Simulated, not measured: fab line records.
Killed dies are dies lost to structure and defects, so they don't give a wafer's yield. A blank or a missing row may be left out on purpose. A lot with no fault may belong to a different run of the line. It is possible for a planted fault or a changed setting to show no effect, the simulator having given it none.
Chamber matching | flow nand harc | rie diel-04 running NHARC_P_GATE_ETCH_104: 4 sister chambers
The step etches the open film in CF4/CHF3, target depth 60 nm. 18 wafers are shown with their chamber, then 9 later ones without.

== WAFERS WITH THEIR CHAMBER ==
wafer  | chamber | drypump motor current A (A) | rf vpp V (V) | oes product au (a.u.)
L074.3 | 1       | 4.9                         | 371.3        | 0.952
L074.4 | 2       | 5.8                         | 369.5        | 0.953
L074.5 | 2       | 5.8                         | 370.9        | 0.950
L076.2 | 2       | 5.8                         | 372.0        | 0.950
L076.4 | 1       | 5.0                         | 372.2        | 0.939
L076.6 | 3       | 5.3                         | 368.4        | 0.957
L081.4 | 0       | 5.6                         | 371.5        | 0.938
L081.5 | 3       | 5.2                         | 368.3        | 0.958
L081.6 | 2       | 5.9                         | 371.7        | 0.968
L082.1 | 0       | 5.6                         | 370.7        | 0.938
L082.2 | 1       | 4.9                         | 370.7        | 0.965
L082.4 | 2       | 5.9                         | 370.7        | 0.964
L085.1 | 3       | 5.2                         | 369.4        | 0.947
L085.2 | 2       | 5.8                         | 371.3        | 0.941
L085.4 | 0       | 5.6                         | 370.6        | 0.935
L087.2 | 2       | 5.8                         | 369.2        | 0.937
L087.4 | 0       | 5.6                         | 371.8        | 0.907
L087.5 | 1       | 4.9                         | 370.8        | 0.932

SIGNATURES, as means of the wafers listed above
reading                 | chamber 0 | chamber 1 | chamber 2 | chamber 3 | scatter within a chamber
drypump motor current A | 5.600     | 4.925     | 5.829     | 5.233     | 0.0451
rf vpp V                | 371.150   | 371.250   | 370.757   | 368.700   | 0.843
oes product au          | 0.92950   | 0.94700   | 0.95186   | 0.95400   | 0.0124
Rule: for a wafer and a chamber, the distance is found by dividing, reading by reading, the gap between the wafer's reading and the chamber's mean by the reading's scatter, squaring, summing and taking the root. The wafer belongs to the nearest chamber; if the next one is less than 2 further off, it can't be placed. How the scatter is found: for the shown wafers, subtract from each reading the mean of its chamber, square and add these, divide the total by (wafers less chambers), then take the root.

== WAFERS MISSING THEIR CHAMBER ==
wafer  | drypump motor current A (A) | rf vpp V (V) | oes product au (a.u.)
L089.1 | 5.8                         | 370.5        | 0.966
L089.3 | 4.9                         | 371.1        | 0.959
L089.4 | 5.2                         | 368.2        | 0.954
L093.1 | 5.2                         | 369.6        | 0.924
L093.3 | 5.8                         | 370.2        | 0.935
L093.6 | 5.8                         | 370.6        | 0.944
L097.1 | 5.6                         | 370.2        | 0.913
L097.4 | 4.9                         | 370.2        | 0.933
L097.6 | 5.6                         | 369.4        | 0.921

== EACH ONE'S CHAMBER ==
wafer  | from the rows above | in truth
L089.1 | 2                   | 2
L089.3 | 1                   | 1
L089.4 | 3                   | 3
L093.1 | 3                   | 3
L093.3 | 2                   | 2
L093.6 | 2                   | 2
L097.1 | 0                   | 0
L097.4 | 1                   | 1
L097.6 | 0                   | 0
Placed correctly: 9 of 9. Not placeable from these rows: 0. 0 placed wrongly.
